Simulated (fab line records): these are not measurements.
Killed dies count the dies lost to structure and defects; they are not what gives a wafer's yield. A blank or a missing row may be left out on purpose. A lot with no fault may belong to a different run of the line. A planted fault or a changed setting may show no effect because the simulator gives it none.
Split-lot study / flow n5_finfet / route with 1938 steps; 7 lots, 39 wafers read

== THE SPLIT ITSELF ==
At N5_DUMMY_GATE_ETCH_37 (etches SOC in N2/H2, target depth 60 nm, overetch 30 nm), the setting source_w was moved away from the recipe's 840 W on 12 of the 39 wafers read, by -17.2% to +11.8%. For the rest of the wafers, this setting stayed at what the recipe calls for.

Reading taken at the split's own step.

== THE READING ==
rf_vpp_V, in V, at N5_DUMMY_GATE_ETCH_37 (etches SOC in N2/H2, target depth 60 nm, overetch 30 nm). On this fab line, fault-free wafers typically give 524.4 V with a standard deviation of 3 V.

wafer=L075.1; tool, chamber at the split=rie_diel-06, 2; source_w as run, W=840; against the recipe=recipe; rf_vpp_V, V=520.7; against lot-mates on the recipe=-
wafer=L075.2; tool, chamber at the split=rie_diel-06, 1; source_w as run, W=939.5; against the recipe=+11.8%; rf_vpp_V, V=508.2; against lot-mates on the recipe=-15.4
wafer=L075.3; tool, chamber at the split=rie_diel-06, 3; source_w as run, W=840; against the recipe=recipe; rf_vpp_V, V=524.4; against lot-mates on the recipe=-
wafer=L075.4; tool, chamber at the split=rie_diel-06, 0; source_w as run, W=840; against the recipe=recipe; rf_vpp_V, V=525.6; against lot-mates on the recipe=-
wafer=L075.5; tool, chamber at the split=rie_diel-06, 3; source_w as run, W=939.5; against the recipe=+11.8%; rf_vpp_V, V=504.2; against lot-mates on the recipe=-19.4
wafer=L075.6; tool, chamber at the split=rie_diel-06, 2; source_w as run, W=939.5; against the recipe=+11.8%; rf_vpp_V, V=504.0; against lot-mates on the recipe=-19.6
wafer=L077.1; tool, chamber at the split=rie_diel-06, 1; source_w as run, W=840; against the recipe=recipe; rf_vpp_V, V=526.3; against lot-mates on the recipe=-
wafer=L077.2; tool, chamber at the split=rie_diel-06, 3; source_w as run, W=840; against the recipe=recipe; rf_vpp_V, V=525.9; against lot-mates on the recipe=-
wafer=L077.3; tool, chamber at the split=rie_diel-06, 0; source_w as run, W=840; against the recipe=recipe; rf_vpp_V, V=526.9; against lot-mates on the recipe=-
wafer=L077.4; tool, chamber at the split=rie_diel-06, 2; source_w as run, W=840; against the recipe=recipe; rf_vpp_V, V=523.8; against lot-mates on the recipe=-
wafer=L077.5; tool, chamber at the split=rie_diel-06, 3; source_w as run, W=840; against the recipe=recipe; rf_vpp_V, V=525.5; against lot-mates on the recipe=-
wafer=L077.6; tool, chamber at the split=rie_diel-06, 0; source_w as run, W=840; against the recipe=recipe; rf_vpp_V, V=524.9; against lot-mates on the recipe=-
wafer=L083.1; tool, chamber at the split=rie_diel-03, 2; source_w as run, W=695.2; against the recipe=-17.2%; rf_vpp_V, V=553.9; against lot-mates on the recipe=+33.6
wafer=L083.2; tool, chamber at the split=rie_diel-03, 0; source_w as run, W=840; against the recipe=recipe; rf_vpp_V, V=520.7; against lot-mates on the recipe=-
wafer=L083.3; tool, chamber at the split=rie_diel-03, 1; source_w as run, W=695.2; against the recipe=-17.2%; rf_vpp_V, V=560.2; against lot-mates on the recipe=+39.9
wafer=L083.4; tool, chamber at the split=rie_diel-03, 3; source_w as run, W=840; against the recipe=recipe; rf_vpp_V, V=521.0; against lot-mates on the recipe=-
wafer=L083.5; tool, chamber at the split=rie_diel-03, 2; source_w as run, W=840; against the recipe=recipe; rf_vpp_V, V=519.2; against lot-mates on the recipe=-
wafer=L083.6; tool, chamber at the split=rie_diel-03, 1; source_w as run, W=695.2; against the recipe=-17.2%; rf_vpp_V, V=560.5; against lot-mates on the recipe=+40.2
wafer=L084.1; tool, chamber at the split=rie_diel-06, 2; source_w as run, W=894.2; against the recipe=+6.5%; rf_vpp_V, V=511.1; against lot-mates on the recipe=-13.9
wafer=L084.2; tool, chamber at the split=rie_diel-06, 3; source_w as run, W=894.2; against the recipe=+6.5%; rf_vpp_V, V=513.1; against lot-mates on the recipe=-11.9
wafer=L084.3; tool, chamber at the split=rie_diel-06, 1; source_w as run, W=840; against the recipe=recipe; rf_vpp_V, V=526.6; against lot-mates on the recipe=-
wafer=L084.4; tool, chamber at the split=rie_diel-06, 2; source_w as run, W=840; against the recipe=recipe; rf_vpp_V, V=522.0; against lot-mates on the recipe=-
wafer=L084.5; tool, chamber at the split=rie_diel-06, 3; source_w as run, W=894.2; against the recipe=+6.5%; rf_vpp_V, V=511.0; against lot-mates on the recipe=-14.0
wafer=L084.6; tool, chamber at the split=rie_diel-06, 1; source_w as run, W=840; against the recipe=recipe; rf_vpp_V, V=526.4; against lot-mates on the recipe=-
wafer=L087.1; tool, chamber at the split=rie_diel-03, 2; source_w as run, W=840; against the recipe=recipe; rf_vpp_V, V=519.7; against lot-mates on the recipe=-
wafer=L087.2; tool, chamber at the split=rie_diel-03, 1; source_w as run, W=698.1; against the recipe=-16.9%; rf_vpp_V, V=560.4; against lot-mates on the recipe=+37.8
wafer=L087.3; tool, chamber at the split=rie_diel-03, 3; source_w as run, W=698.1; against the recipe=-16.9%; rf_vpp_V, V=561.7; against lot-mates on the recipe=+39.1
wafer=L087.4; tool, chamber at the split=rie_diel-03, 0; source_w as run, W=698.1; against the recipe=-16.9%; rf_vpp_V, V=552.3; against lot-mates on the recipe=+29.7
wafer=L087.5; tool, chamber at the split=rie_diel-03, 0; source_w as run, W=840; against the recipe=recipe; rf_vpp_V, V=520.6; against lot-mates on the recipe=-
wafer=L087.6; tool, chamber at the split=rie_diel-03, 1; source_w as run, W=840; against the recipe=recipe; rf_vpp_V, V=527.6; against lot-mates on the recipe=-
wafer=L090.1; tool, chamber at the split=rie_diel-03, 2; source_w as run, W=840; against the recipe=recipe; rf_vpp_V, V=519.1; against lot-mates on the recipe=-
wafer=L090.2; tool, chamber at the split=rie_diel-03, 3; source_w as run, W=840; against the recipe=recipe; rf_vpp_V, V=528.8; against lot-mates on the recipe=-
wafer=L090.3; tool, chamber at the split=rie_diel-03, 1; source_w as run, W=840; against the recipe=recipe; rf_vpp_V, V=526.0; against lot-mates on the recipe=-
wafer=L090.4; tool, chamber at the split=rie_diel-03, 3; source_w as run, W=840; against the recipe=recipe; rf_vpp_V, V=527.5; against lot-mates on the recipe=-
wafer=L090.5; tool, chamber at the split=rie_diel-03, 2; source_w as run, W=840; against the recipe=recipe; rf_vpp_V, V=521.2; against lot-mates on the recipe=-
wafer=L090.6; tool, chamber at the split=rie_diel-03, 1; source_w as run, W=840; against the recipe=recipe; rf_vpp_V, V=526.8; against lot-mates on the recipe=-
wafer=L096.1; tool, chamber at the split=rie_diel-03, 2; source_w as run, W=840; against the recipe=recipe; rf_vpp_V, V=519.7; against lot-mates on the recipe=-
wafer=L096.4; tool, chamber at the split=rie_diel-03, 1; source_w as run, W=840; against the recipe=recipe; rf_vpp_V, V=525.6; against lot-mates on the recipe=-
wafer=L096.5; tool, chamber at the split=rie_diel-03, 2; source_w as run, W=840; against the recipe=recipe; rf_vpp_V, V=521.0; against lot-mates on the recipe=-

THE FIT
A straight line over all 39 wafers: rf_vpp_V changes by -1.91 V for each +1% of source_w; r = -0.98; the points scatter about the line by 3.3 V.
The same after taking each lot's own level away (the mean of its wafers on the recipe; 39 wafers): -2.02 V for each +1%; r = -0.98; scatter 3.2 V.
The reading moves by 35 V for the largest change in source_w, on that fit.
From 520.30 to 525.55 V: that is the span of the lots' own levels, equal to 1.7 times the standard deviation above.
The two slopes agree, so the slope changes little with the lot-to-lot level.
Check: +35.8 V against its lot-mates is what the line predicts for one of the wafers moved furthest among these (-17.2%) when that wafer is left out of the fit. Against them it came out at +33.6 V.
Tool readings at the split's step, against how far the setting was moved: rf_vpp_V r = -0.98.

== THE WHOLE CHAIN: every reading that the file lists as answering this split, in the file's order ==
step=N5_DUMMY_GATE_ETCH_37; what it does=etches SOC in N2/H2, target depth 60 nm, overetch 30 nm; reading=rf_vpp_V; change (the file's fit)=-2.03 V for each +1% of the setting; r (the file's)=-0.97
step=N5_DUMMY_GATE_ETCH_37; what it does=etches SOC in N2/H2, target depth 60 nm, overetch 30 nm; reading=SiARC_of_DUMMY_GATE_COAT_35.thk_nm (the simulator's own value, which no gauge read); change (the file's fit)=-0.0297 nm for each +1% of the setting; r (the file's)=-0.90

== FILE'S OWN FIT ==
rf_vpp_V changes by -2.03 V for each +1% of source_w, r = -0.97.
